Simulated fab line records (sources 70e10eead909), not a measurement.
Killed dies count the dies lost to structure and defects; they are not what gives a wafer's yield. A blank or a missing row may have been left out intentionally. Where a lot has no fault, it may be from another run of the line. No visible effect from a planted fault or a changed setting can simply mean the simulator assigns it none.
Chamber matching    flow nand_harc    4 sister chambers for NHARC_P_M0_STRIP_18 on rie_diel-11
The step strips in N2/H2. 7 wafers are shown with their chamber, then 8 later ones without.

## EACH WAFER AND ITS CHAMBER
wafer   chamber  drypump_motor_current_A (A)  rf_vpp_V (V)
L079.1  1        5.0                          92.3
L081.4  3        5.6                          90.5
L081.5  2        6.2                          90.0
L088.2  2        6.2                          89.4
L088.3  1        5.0                          91.0
L088.4  0        4.7                          89.1
L091.1  3        5.7                          89.0

## WAFERS WHOSE CHAMBER IS MISSING
wafer   drypump_motor_current_A (A)  rf_vpp_V (V)
L091.3  6.2                          91.7
L091.4  5.0                          92.3
L092.1  5.6                          91.1
L092.2  5.0                          92.6
L092.5  4.7                          90.3
L097.3  4.7                          90.5
L097.5  4.7                          89.6
L097.6  5.0                          91.0

## WHICH CHAMBER EACH WENT THROUGH
wafer   from the rows above  in truth
L091.3  2                    2
L091.4  1                    1
L092.1  3                    3
L092.2  1                    1
L092.5  0                    0
L097.3  0                    0
L097.5  0                    0
L097.6  1                    1
Correctly placed: 8 of 8. From these rows, 0 cannot be placed. Placed wrongly: 0.
How it was worked out, from the rows above alone: a wafer's distance from a chamber is the root of the sum, over the readings, of the square of ((its reading less the chamber's mean) divided by the reading's scatter). The wafer belongs to the nearest chamber; if the next one is less than 2 further off, it can't be placed. The mean given for a chamber averages the wafers shown for that chamber. The scatter is the square root of a quotient: the sum, over the shown wafers, of each reading's squared deviation from its chamber's mean, divided by wafers minus chambers.
